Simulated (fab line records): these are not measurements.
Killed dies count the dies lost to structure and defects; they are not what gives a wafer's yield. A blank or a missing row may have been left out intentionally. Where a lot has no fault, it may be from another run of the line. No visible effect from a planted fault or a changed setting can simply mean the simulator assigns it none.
fab line records | flow nand-harc
record lots=13 wafers=39 last-day=25
route steps=1159 shown A_CONTACT@859 END@1159
lots that met no fault: taken from a fault-free run of the same line
start-h: hours from the record's first day to the start of the lot's first wafer shown | wait-h: hours elapsed since this lot's preceding step | " the same as in the row above | L1.1+2: a single row standing in for several wafers | - no value present, or no start provided | * or withheld: withheld | < > ~ a bound
route shown NAME@n: names a module that has steps shown in the file, with the first one's number in the route | usual: the fault-free wafers' mean and standard deviation | same: alike in all rows | chamber/n: place in a boat | sites: readings site by site | _std_site: their standard deviation | _edge_site: the outer-site mean with the inner-site mean subtracted | radius-mm: how far each site lies from the wafer's centre | mask NAME#n: copy n | behind: the most recent tool/chamber to have shaped the wafer | hold: reason for holding the lot/hours on hold/outcome of the hold | device: the transistor (n, p or np) that didn't switch | end of line: at the end of the route, the tests of the same wafers | step lacking rows: just its recipe | killed: not the wafer's yield, but the dies lost to structure and defects at the first sort | map: a wafer's dies, marking killed ones x, the rest . and places with no die _
set.NAME: the run value of the setting; set.NAME@STEP: its run value at that earlier step | model.NAME: the simulator's own value behind a step, which no gauge read
a sample of lots followed through the steps of the route, with each step as a table and each wafer as a row
services: from which hour (start-h, from the record's first day; less than 0 if before it) a tool's chamber was out of use, for how many hours, and why
## steps
# step NHARC_A_CONTACT_ETCH_49
# recipe target-depth-a=2600 over-etch-frac=0.3 time-s=475.3 ion-energy-ev=200 n2-flow-sccm=150 h2-flow-sccm=150 ar-flow-sccm=0 rf-w=400 bias-w=150 chemistry=N2/H2
# usual drypump-motor-current-A=5.8/0.45 oes-product-au=0.998/0.011 rf-vpp-V=429.5/2.7 run-length-s=496.3/0.36 showerhead-plenum-p-Torr=2.00/0.099 throttle-valve-pct=14.170/0.0088
# columns lot.wafer tool chamber start-h wait-h drypump-motor-current-A oes-product-au rf-hours-counter-h rf-vpp-V run-length-s showerhead-plenum-p-Torr throttle-valve-pct
L728.2 rie-diel-13 2 371.68 - 5.0 0.984 36 428.9 496.5 1.99 14.172
L728.6 " 3 " " 6.1 0.982 - 434.9 496.3 2.18 14.190
L728.4 " 2 " " 5.0 0.982 - 428.7 496.4 1.99 14.173
L730.1 rie-diel-08 1 381.00 - 6.0 1.014 27 426.0 496.3 1.90 14.172
L730.4 " 2 " " 5.0 0.979 27 427.7 496.6 1.92 14.176
L730.6 " 0 " " 5.4 0.996 - 426.7 496.5 1.93 14.160
L733.2 rie-diel-03 1 389.17 - 5.4 0.990 29 434.3 496.2 2.18 14.177
L733.1 " 3 " " 6.5 1.004 29 428.0 497.1 1.94 14.152
L733.5 " 2 " " 5.8 0.996 - 433.0 379.7 2.05 14.170
L731.3 rie-diel-08 3 395.00 - 5.3 1.016 32 426.3 496.6 1.88 14.178
L731.6 " 1 " " 6.0 1.007 - 426.4 496.2 1.90 14.175
L731.5 " 2 " " 5.0 0.996 - 426.6 496.8 1.92 14.179
L736.3 rie-diel-03 2 418.15 - 5.8 1.004 2 430.6 379.3 2.05 14.169
L736.4 " 3 " " 6.5 1.008 2 426.5 496.3 1.93 14.165
L736.5 " 2 " " 5.8 1.001 - 429.9 380.0 2.05 14.158
L734.3 rie-diel-03 2 422.92 - 5.8 0.999 3 431.0 379.3 2.05 14.157
L734.2 " 3 " " 6.5 0.990 3 427.5 496.4 1.93 14.181
L734.1 " 1 " " 5.4 1.001 2 432.8 496.5 2.18 14.163
L741.1 rie-diel-08 0 440.01 - 5.4 0.999 45 429.2 496.7 1.93 14.188
L741.4 " 2 " " 5.0 0.990 49 425.7 496.7 1.91 14.166
L741.6 " 1 " " 6.0 1.013 - 426.5 496.2 1.89 14.192
L743.1 rie-diel-08 0 462.98 - 5.4 0.980 55 427.2 496.8 1.92 14.170
L743.4 " 3 " " 5.4 1.014 - 427.0 496.7 1.87 14.166
L743.5 " 0 " " 5.4 0.983 - 427.1 497.0 1.92 14.166
L746.3 rie-diel-03 3 476.01 - 6.5 0.995 15 427.5 496.3 1.93 14.178
L746.5 " 2 " " 5.8 1.000 - 429.3 495.6 2.04 14.169
L746.6 " 3 " " 6.6 0.997 - 426.5 496.6 1.93 14.170
L747.2 rie-diel-13 0 493.30 - 6.2 1.007 13 427.7 496.3 1.90 14.173
L747.4 " 2 " " 5.0 1.000 11 430.6 496.5 1.97 14.181
L747.5 " 0 " " 6.2 0.992 - 426.6 496.2 1.90 14.187
L751.1 rie-diel-03 2 508.26 - 5.8 1.002 20 429.5 495.7 2.04 14.174
L751.5 " 3 " " 6.5 1.001 - 428.0 496.6 1.93 14.164
L751.6 " 0 " " 5.9 0.999 - 429.0 495.9 1.97 14.161
L749.1 rie-diel-03 0 513.59 - 5.8 0.999 16 428.0 496.3 1.97 14.168
L749.3 " 2 " " 5.8 0.998 21 431.2 495.7 2.04 14.162
L749.5 " 3 " " 6.5 0.993 - 426.9 496.6 1.93 14.169
L750.3 rie-diel-03 1 514.60 - 5.4 1.005 21 435.0 496.0 2.17 14.181
L750.6 " 3 " " 6.6 0.987 - 427.4 496.7 1.93 14.174
L750.5 " 0 " " 5.9 1.003 - 428.2 496.2 1.97 14.185
# step NHARC_A_CONTACT_ETCH_112
# recipe source-w=withheld pressure-mtorr=20 bias-v=3000 time-s=94 target-depth-a=9220 ar-flow-sccm=withheld c4f8-flow-sccm=withheld o2-flow-sccm=withheld chemistry=C4F8/O2/Ar
# usual run-length-s=94/0
# columns lot.wafer tool chamber start-h wait-h rf-hours-counter-h run-length-s
L728.2 har-cap-etch-02 1 373.23 0.1 7 94
L728.4 " 1 " " - 94
L728.6 " 0 " " - 94
L730.1 har-cap-etch-02 0 383.61 0.2 11 94
L730.4 " 0 " " - 94
L730.6 " 0 " " - 94
L733.2 har-cap-etch-01 0 390.45 0.2 59 94
L733.1 " 1 " " 59 94
L733.5 " 0 " " - 94
L731.3 har-cap-etch-02 1 396.33 0.1 - 94
L731.6 " 0 " " - 94
L731.5 " 1 " " - 94
L736.4 har-cap-etch-03 0 419.46 0.1 - 94
L736.3 " 1 " " - 94
L736.5 " 1 " " - 94
L734.1 har-cap-etch-01 1 424.20 0.2 62 94
L734.2 " 0 " " 62 94
L734.3 " 1 " " - 94
L741.1 har-cap-etch-01 1 441.29 0.2 66 94
L741.4 " 0 " " - 94
L741.6 " 1 " " - 94
L743.1 har-cap-etch-01 1 464.39 0.2 72 94
L743.4 " 1 " " - 94
L743.5 " 0 " " - 94
L746.3 har-cap-etch-03 0 477.30 0.1 - 94
L746.5 " 1 " " - 94
L746.6 " 0 " " - 94
L747.2 har-cap-etch-02 0 494.58 0.1 32 94
L747.4 " 1 " " - 94
L747.5 " 1 " " - 94
L751.1 har-cap-etch-02 0 509.52 0.2 33 94
L751.6 " 1 " " - 94
L751.5 " 0 " " - 94
L749.1 har-cap-etch-03 0 514.84 0.2 107 94
L749.3 " 1 " " - 94
L749.5 " 0 " " - 94
L750.3 har-cap-etch-01 1 515.94 0.1 - 94
L750.6 " 0 " " - 94
L750.5 " 1 " " - 94
# step NHARC_A_CONTACT_ETCH_116
# recipe source-w=withheld pressure-mtorr=20 bias-v=3000 time-s=94 target-depth-a=9220 ar-flow-sccm=withheld c4f8-flow-sccm=withheld o2-flow-sccm=withheld chemistry=C4F8/O2/Ar
# usual run-length-s=94/0
# columns lot.wafer tool chamber start-h wait-h rf-hours-counter-h run-length-s
L728.2 har-cap-etch-02 1 373.59 0.1 8 94
L728.4 " 1 " " - 94
L728.6 " 0 " " - 94
L730.1 har-cap-etch-02 0 383.98 0.1 11 94
L730.4 " 0 " " - 94
L730.6 " 0 " " - 94
L733.2 har-cap-etch-01 0 390.82 0.1 59 94
L733.1 " 1 " " 59 94
L733.5 " 0 " " - 94
L731.3 har-cap-etch-02 1 396.82 0.1 - 94
L731.6 " 0 " " - 94
L731.5 " 1 " " - 94
L736.4 har-cap-etch-03 0 419.83 0.1 - 94
L736.3 " 1 " " - 94
L736.5 " 1 " " - 94
L734.1 har-cap-etch-01 1 424.56 0.1 62 94
L734.2 " 0 " " 62 94
L734.3 " 1 " " - 94
L741.1 har-cap-etch-01 1 441.65 0.1 67 94
L741.4 " 0 " " - 94
L741.6 " 1 " " - 94
L743.1 har-cap-etch-01 1 464.75 0.1 73 94
L743.4 " 1 " " - 94
L743.5 " 0 " " - 94
L746.3 har-cap-etch-03 0 477.67 0.1 - 94
L746.5 " 1 " " - 94
L746.6 " 0 " " - 94
L747.2 har-cap-etch-02 0 494.94 0.1 32 94
L747.4 " 1 " " - 94
L747.5 " 1 " " - 94
L751.1 har-cap-etch-02 0 510.01 0.1 34 94
L751.6 " 1 " " - 94
L751.5 " 0 " " - 94
L749.1 har-cap-etch-03 0 515.21 0.1 107 94
L749.3 " 1 " " - 94
L749.5 " 0 " " - 94
L750.3 har-cap-etch-01 1 516.42 0.1 - 94
L750.6 " 0 " " - 94
L750.5 " 1 " " - 94
# step NHARC_A_CONTACT_ETCH_119
# recipe source-w=withheld pressure-mtorr=20 bias-v=3000 time-s=94 target-depth-a=9220 ar-flow-sccm=withheld c4f8-flow-sccm=withheld o2-flow-sccm=withheld chemistry=C4F8/O2/Ar
# usual run-length-s=94/0
# columns lot.wafer tool chamber start-h wait-h rf-hours-counter-h run-length-s
L728.2 har-cap-etch-02 1 373.86 0.1 8 94
L728.4 " 1 " " - 94
L728.6 " 0 " " - 94
L730.1 har-cap-etch-02 0 384.25 0.1 12 94
L730.4 " 0 " " - 94
L730.6 " 0 " " - 94
L733.2 har-cap-etch-01 0 391.09 0.1 59 94
L733.1 " 1 " " 59 94
L733.5 " 0 " " - 94
L731.3 har-cap-etch-02 1 397.18 0.1 - 94
L731.6 " 0 " " - 94
L731.5 " 1 " " - 94
L736.4 har-cap-etch-03 0 420.10 0.1 - 94
L736.3 " 1 " " - 94
L736.5 " 1 " " - 94
L734.1 har-cap-etch-01 1 424.83 0.1 63 94
L734.2 " 0 " " 63 94
L734.3 " 1 " " - 94
L741.1 har-cap-etch-01 1 441.92 0.1 67 94
L741.4 " 0 " " - 94
L741.6 " 1 " " - 94
L743.1 har-cap-etch-01 1 465.03 0.1 73 94
L743.4 " 1 " " - 94
L743.5 " 0 " " - 94
L746.3 har-cap-etch-03 0 477.94 0.1 - 94
L746.5 " 1 " " - 94
L746.6 " 0 " " - 94
L747.2 har-cap-etch-02 0 495.21 0.1 33 94
L747.4 " 1 " " - 94
L747.5 " 1 " " - 94
L751.1 har-cap-etch-02 0 510.37 0.1 34 94
L751.6 " 1 " " - 94
L751.5 " 0 " " - 94
L749.1 har-cap-etch-03 0 515.48 0.1 108 94
L749.3 " 1 " " - 94
L749.5 " 0 " " - 94
L750.3 har-cap-etch-01 1 516.78 0.1 - 94
L750.6 " 0 " " - 94
L750.5 " 1 " " - 94
# step NHARC_END_SORT_01
# recipe temp-c=25
# usual killed-at-array=27/11 killed-at-other=0.7/1.1 killed-at-periphery=3.6/2.4 killed-dies=32/11 killed-open=3.3/1.8 killed-short=2.1/1.5
# same gross-dies=677
# columns lot.wafer tool chamber start-h wait-h killed-at-array killed-at-other killed-at-periphery killed-dies killed-open killed-short
L730.1 prober-02 0 460.09 2.5 29 0 12 41 3 3
L730.4 prober-02 0 462.51 3.4 20 2 7 29 2 0
L730.6 prober-02 0 464.12 4.0 24 2 10 36 4 1
L733.1 prober-01 0 462.26 2.5 29 1 2 32 7 3
L733.2 prober-01 0 463.06 2.8 15 2 8 25 3 2
L733.5 prober-01 0 465.45 3.7 94 0 2 96 0 1
L736.3 prober-01 0 496.04 3.1 132 1 5 138 2 2
L736.4 prober-01 0 496.82 3.4 23 1 5 29 5 2
L736.5 prober-01 0 497.61 3.7 112 0 4 116 3 4
L734.1 prober-02 0 509.92 2.5 29 0 0 29 3 3
L734.2 prober-02 0 510.73 2.8 28 1 4 33 7 2
L734.3 prober-02 0 511.53 3.1 124 3 3 130 5 3
L741.1 prober-01 0 517.76 2.5 29 0 3 32 2 3
L741.4 prober-01 0 520.17 3.4 29 0 2 31 5 1
L741.6 prober-01 0 521.77 4.0 34 1 2 37 7 3
L749.1 prober-02 0 582.00 2.5 38 1 5 44 2 3
L749.3 prober-02 0 583.63 3.1 26 0 1 27 5 1
L749.5 prober-02 0 585.27 3.8 40 0 1 41 3 1
# killed by level:class
L730.1 A_CHANNEL_HOLE_D1:chamber-film-flake=11 P_CONTACT:chamber-film-flake=9 A_SLIT:chamber-film-flake=8 A_ZERO_WELL:chamber-film-flake=5 A_CONTACT:geometric-particle:open=2 A_STAIRCASE:chamber-film-flake=2 P_CONTACT:geometric-particle:short=1 P_M0:geometric-particle:open=1
L733.1 A_CHANNEL_HOLE_D1:chamber-film-flake=9 A_STAIRCASE:chamber-film-flake=5 A_CONTACT:chamber-film-flake=5 A_SOURCE_PLATE:geometric-particle:open=2 P_M0:geometric-particle:open=1 A_ONON_D1:geometric-particle:open=1 A_SGD_CUT:geometric-particle:short=1 A_WL_FILL:geometric-particle:open=1
L730.4 A_CHANNEL_HOLE_D1:chamber-film-flake=9 P_CONTACT:chamber-film-flake=5 A_SLIT:chamber-film-flake=4 A_STAIRCASE:chamber-film-flake=2 A_CONTACT:chamber-film-flake=2 P_CONTACT:geometric-particle:open=1 A_WL_FILL:geometric-particle:open=1 P_STI:chamber-film-flake=1
L733.2 A_CHANNEL_HOLE_D1:chamber-film-flake=7 P_ZERO_WELL:chamber-film-flake=5 A_CONTACT:chamber-film-flake=5 P_CONTACT:geometric-particle:open=2 THIN_TSV:chamber-film-flake=2 P_M1:geometric-particle:short=1 A_CHANNEL_FILL_D1:geometric-particle:open=1 A_CONTACT:geometric-particle:short=1
L730.6 A_CHANNEL_HOLE_D1:chamber-film-flake=12 P_CONTACT:chamber-film-flake=8 A_SLIT:chamber-film-flake=5 A_CONTACT:chamber-film-flake=3 THIN_TSV:chamber-film-flake=2 P_CONTACT:geometric-particle:open=1 P_M0:geometric-particle:open=1 A_ONON_D1:geometric-particle:open=1
L733.5 A_CONTACT:area-etch=80 A_CHANNEL_HOLE_D1:chamber-film-flake=9 A_CONTACT:chamber-film-flake=3 P_M2:geometric-particle:short=1 P_ZERO_WELL:chamber-film-flake=1 A_STAIRCASE:chamber-film-flake=1 A_SLIT:chamber-film-flake=1
L736.3 A_CONTACT:area-etch=112 A_SLIT:chamber-film-flake=8 A_STAIRCASE:chamber-film-flake=3 A_CONTACT:chamber-film-flake=3 P_STI:chamber-film-flake=2 A_CHANNEL_HOLE_D1:chamber-film-flake=2 A_CHANNEL_FILL_D1:geometric-particle:short=1 A_CONTACT:geometric-particle:open=1
L736.4 A_SLIT:chamber-film-flake=6 A_CONTACT:chamber-film-flake=5 A_STAIRCASE:chamber-film-flake=4 P_ZERO_WELL:chamber-film-flake=3 A_M0:geometric-particle:open=2 A_ONON_D1:geometric-particle:open=1 A_WL_FILL:geometric-particle:open=1 A_CONTACT:geometric-particle:open=1
L736.5 A_CONTACT:area-etch=83 A_SLIT:chamber-film-flake=9 A_CONTACT:chamber-film-flake=7 A_ONON_D1:geometric-particle:short=3 A_CHANNEL_HOLE_D1:chamber-film-flake=2 A_CHANNEL_FILL_D1:chamber-film-flake=2 A_STAIRCASE:chamber-film-flake=2 P_M0:geometric-particle:open=1
L734.1 A_CHANNEL_HOLE_D1:chamber-film-flake=14 A_STAIRCASE:chamber-film-flake=5 A_CONTACT:chamber-film-flake=3 A_ONON_D1:geometric-particle:open=1 A_CHANNEL_HOLE_D1:geometric-particle:open=1 A_CHANNEL_FILL_D1:geometric-particle:short=1 A_CONTACT:geometric-particle:short=1 A_BLC:geometric-particle:short=1
L734.2 A_CHANNEL_HOLE_D1:chamber-film-flake=16 A_CONTACT:chamber-film-flake=4 A_CONTACT:geometric-particle:open=2 A_M0:geometric-particle:open=2 P_CONTACT:geometric-particle:open=1 P_M0:geometric-particle:open=1 A_SGD_CUT:geometric-particle:short=1 A_WL_FILL:geometric-particle:short=1
L734.3 A_CONTACT:area-etch=90 A_CHANNEL_HOLE_D1:chamber-film-flake=21 A_CONTACT:chamber-film-flake=6 THIN_TSV:chamber-film-flake=3 P_CONTACT:geometric-particle:open=1 P_CONTACT:geometric-particle:short=1 P_M1:geometric-particle:open=1 A_CHANNEL_HOLE_D1:geometric-particle:short=1
L741.1 A_CHANNEL_HOLE_D1:chamber-film-flake=20 A_CONTACT:chamber-film-flake=4 P_CONTACT:geometric-particle:open=2 A_CHANNEL_FILL_D1:geometric-particle:short=1 A_SLIT:geometric-particle:short=1 A_WL_FILL:geometric-particle:short=1 P_GATE:chamber-film-flake=1 A_STAIRCASE:chamber-film-flake=1
L741.4 A_CHANNEL_HOLE_D1:chamber-film-flake=19 A_M0:geometric-particle:open=4 A_CONTACT:chamber-film-flake=3 A_WL_FILL:geometric-particle:short=1 A_CONTACT:geometric-particle:open=1 P_STI:chamber-film-flake=1 P_GATE:chamber-film-flake=1 A_SLIT:chamber-film-flake=1
L741.6 A_CHANNEL_HOLE_D1:chamber-film-flake=18 A_CONTACT:chamber-film-flake=4 A_CHANNEL_FILL_D1:geometric-particle:open=2 A_STAIRCASE:chamber-film-flake=2 A_WL_FILL:chamber-film-flake=2 P_CONTACT:geometric-particle:open=1 P_M0:geometric-particle:open=1 A_CHANNEL_FILL_D1:geometric-particle:short=1
L749.1 A_SLIT:chamber-film-flake=20 A_CONTACT:chamber-film-flake=7 A_CHANNEL_HOLE_D1:chamber-film-flake=4 A_WL_FILL:chamber-film-flake=2 P_GATE:geometric-particle:short=1 P_CONTACT:geometric-particle:short=1 P_M1:geometric-particle:open=1 P_M2:geometric-particle:open=1
L749.3 A_SLIT:chamber-film-flake=7 A_CHANNEL_HOLE_D1:chamber-film-flake=6 A_CONTACT:chamber-film-flake=3 A_M0:geometric-particle:open=2 A_STAIRCASE:chamber-film-flake=2 P_M1:geometric-particle:open=1 A_SOURCE_PLATE:geometric-particle:open=1 A_SOURCE_PLATE:geometric-particle:short=1
L749.5 A_SLIT:chamber-film-flake=17 A_CONTACT:chamber-film-flake=8 A_CHANNEL_HOLE_D1:chamber-film-flake=7 A_M0:geometric-particle:open=2 A_STAIRCASE:chamber-film-flake=2 A_ONON_D1:geometric-particle:short=1 A_BLC:geometric-particle:open=1 P_GATE:chamber-film-flake=1
## services
# columns tool chamber start-h hours kind
har-cap-etch-03 - 365.51 0.3 repair
rie-diel-03 0 371.31 - clean
rie-diel-03 1 371.31 - clean
rie-diel-03 2 371.31 - clean
rie-diel-03 3 371.31 - clean
har-cap-etch-02 - 386.57 0.4 repair
rie-diel-03 - 392.31 9.0 pm
rie-diel-03 0 392.31 9.0 vent-cycle
rie-diel-03 1 392.31 9.0 vent-cycle
rie-diel-03 2 392.31 9.0 vent-cycle
rie-diel-03 3 392.31 9.0 vent-cycle
rie-diel-03 0 401.31 - clean
rie-diel-03 1 401.31 - clean
rie-diel-03 2 401.31 - clean
rie-diel-03 2 401.31 - consumable-replace:focus-ring
rie-diel-03 3 401.31 - clean
rie-diel-03 0 425.81 - clean
rie-diel-03 1 425.81 - clean
rie-diel-03 0 443.50 13.9 repair
rie-diel-13 - 453.05 9.0 pm
rie-diel-03 3 454.87 3.4 repair
har-cap-etch-02 - 456.12 2.6 repair
rie-diel-08 - 478.98 9.0 pm
rie-diel-13 3 489.67 2.4 repair
## key
first-sign step=NHARC_A_CONTACT_ETCH_49 reading=run-length-s direction=down sigmas=99+ usual=* struck=*
effect step=NHARC_END_SORT_01 reading=killed-at-array direction=up sigmas=8.2 usual=27 struck=116
more-kills-born-at NHARC_A_CONTACT_ETCH_49@rie-diel-03=365
met-at NHARC_A_CONTACT_ETCH_49
struck-lots L733,L734,L736
struck-wafers L733.5,L734.3,L736.3,L736.5
tester-left-out L733,L734,L736
not-acting-at NHARC_A_CONTACT_ETCH_112,NHARC_A_CONTACT_ETCH_116,NHARC_A_CONTACT_ETCH_119
fault kind=process-parameter-drift tool=rie-diel-03 chamber=2 onset-h=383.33 steps=NHARC_A_CONTACT_ETCH_49 channel=time-s offset=* shape=step end-h=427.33 acts-in=* stated=*
# tester-left-out: of these lots the tester's yield and bins aren't shown, on N5 and GAA mostly nor the transistor test; their killed dies are dies lost to structure and defects alone, not to doping, threshold or leakage, so they don't give the yield
